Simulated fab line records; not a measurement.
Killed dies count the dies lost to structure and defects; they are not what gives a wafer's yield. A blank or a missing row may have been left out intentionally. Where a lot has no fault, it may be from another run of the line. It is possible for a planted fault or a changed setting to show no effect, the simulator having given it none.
Chamber matching || flow nand-harc || ald-hk-04 running NHARC_A_CHANNEL_FILL_D2_ALD_02: 4 sister chambers
The step deposits SiO2, target thk 6 nm, pulse time 10 s, ald cycles 60. 16 wafers are shown with their chamber, then 8 later ones without.

== WAFERS, EACH WITH ITS CHAMBER ==
{"wafer": "L077.2", "chamber": 0, "heater-power-w (W)": 566, "heater-power-outer-w (W)": 284, "precursor-pulse-height-rel": 0.956}
{"wafer": "L077.3", "chamber": 3, "heater-power-w (W)": 406, "heater-power-outer-w (W)": 230, "precursor-pulse-height-rel": 0.962}
{"wafer": "L077.6", "chamber": 2, "heater-power-w (W)": 546, "heater-power-outer-w (W)": 306, "precursor-pulse-height-rel": 1.001}
{"wafer": "L080.3", "chamber": 1, "heater-power-w (W)": 408, "heater-power-outer-w (W)": 232, "precursor-pulse-height-rel": 1.004}
{"wafer": "L080.5", "chamber": 1, "heater-power-w (W)": 417, "heater-power-outer-w (W)": 240, "precursor-pulse-height-rel": 0.961}
{"wafer": "L080.6", "chamber": 0, "heater-power-w (W)": 586, "heater-power-outer-w (W)": 290, "precursor-pulse-height-rel": 1.005}
{"wafer": "L088.1", "chamber": 1, "heater-power-w (W)": 402, "heater-power-outer-w (W)": 231, "precursor-pulse-height-rel": 0.979}
{"wafer": "L088.4", "chamber": 0, "heater-power-w (W)": 557, "heater-power-outer-w (W)": 279, "precursor-pulse-height-rel": 1.020}
{"wafer": "L088.5", "chamber": 1, "heater-power-w (W)": 413, "heater-power-outer-w (W)": 232, "precursor-pulse-height-rel": 0.966}
{"wafer": "L087.1", "chamber": 2, "heater-power-w (W)": 544, "heater-power-outer-w (W)": 312, "precursor-pulse-height-rel": 0.998}
{"wafer": "L087.2", "chamber": 3, "heater-power-w (W)": 409, "heater-power-outer-w (W)": 239, "precursor-pulse-height-rel": 0.972}
{"wafer": "L087.3", "chamber": 0, "heater-power-w (W)": 539, "heater-power-outer-w (W)": 272, "precursor-pulse-height-rel": 0.986}
{"wafer": "L089.3", "chamber": 0, "heater-power-w (W)": 555, "heater-power-outer-w (W)": 274, "precursor-pulse-height-rel": 0.987}
{"wafer": "L089.5", "chamber": 3, "heater-power-w (W)": 416, "heater-power-outer-w (W)": 243, "precursor-pulse-height-rel": 1.002}
{"wafer": "L089.6", "chamber": 0, "heater-power-w (W)": 548, "heater-power-outer-w (W)": 286, "precursor-pulse-height-rel": 1.020}
{"wafer": "L092.1", "chamber": 0, "heater-power-w (W)": 557, "heater-power-outer-w (W)": 277, "precursor-pulse-height-rel": 0.991}

SIGNATURES (means of the wafers above)
{"reading": "heater-power-w", "chamber 0": 558.29, "chamber 1": 410.00, "chamber 2": 545.00, "chamber 3": 410.33, "scatter within a chamber": 11.2}
{"reading": "heater-power-outer-w", "chamber 0": 280.29, "chamber 1": 233.75, "chamber 2": 309.00, "chamber 3": 237.33, "scatter within a chamber": 5.92}
{"reading": "precursor-pulse-height-rel", "chamber 0": 0.99500, "chamber 1": 0.97750, "chamber 2": 0.99950, "chamber 3": 0.97867, "scatter within a chamber": 0.0204}
Rule: a wafer's distance from a chamber is the root of the sum, over the readings, of the square of ((its reading less the chamber's mean) divided by the reading's scatter). If the next closest chamber is less than 2 further off than the closest, the wafer can't be placed; otherwise it belongs to the closest. How the scatter is found: for the shown wafers, subtract from each reading the mean of its chamber, square and add these, divide the total by (wafers less chambers), then take the root.

== WAFERS WHOSE CHAMBER IS MISSING ==
{"wafer": "L092.2", "heater-power-w (W)": 406, "heater-power-outer-w (W)": 233, "precursor-pulse-height-rel": 1.013}
{"wafer": "L092.5", "heater-power-w (W)": 553, "heater-power-outer-w (W)": 279, "precursor-pulse-height-rel": 0.991}
{"wafer": "L095.1", "heater-power-w (W)": 407, "heater-power-outer-w (W)": 236, "precursor-pulse-height-rel": 0.941}
{"wafer": "L095.3", "heater-power-w (W)": 411, "heater-power-outer-w (W)": 234, "precursor-pulse-height-rel": 0.977}
{"wafer": "L095.4", "heater-power-w (W)": 557, "heater-power-outer-w (W)": 279, "precursor-pulse-height-rel": 0.985}
{"wafer": "L096.1", "heater-power-w (W)": 560, "heater-power-outer-w (W)": 279, "precursor-pulse-height-rel": 1.011}
{"wafer": "L096.4", "heater-power-w (W)": 414, "heater-power-outer-w (W)": 233, "precursor-pulse-height-rel": 1.010}
{"wafer": "L096.6", "heater-power-w (W)": 565, "heater-power-outer-w (W)": 274, "precursor-pulse-height-rel": 1.000}

== WHICH CHAMBER EACH WENT THROUGH ==
{"wafer": "L092.2", "from the rows above": "can't be placed: 1 or 3", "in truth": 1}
{"wafer": "L092.5", "from the rows above": 0, "in truth": 0}
{"wafer": "L095.1", "from the rows above": "can't be placed: 1 or 3", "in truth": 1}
{"wafer": "L095.3", "from the rows above": "can't be placed: 1 or 3", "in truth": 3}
{"wafer": "L095.4", "from the rows above": 0, "in truth": 0}
{"wafer": "L096.1", "from the rows above": 0, "in truth": 0}
{"wafer": "L096.4", "from the rows above": "can't be placed: 1 or 3", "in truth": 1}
{"wafer": "L096.6", "from the rows above": 0, "in truth": 0}
Placed correctly: 4 of 8. Not placeable from these rows: 4 (in 4, the candidates include the true chamber). Placed wrongly: 0.
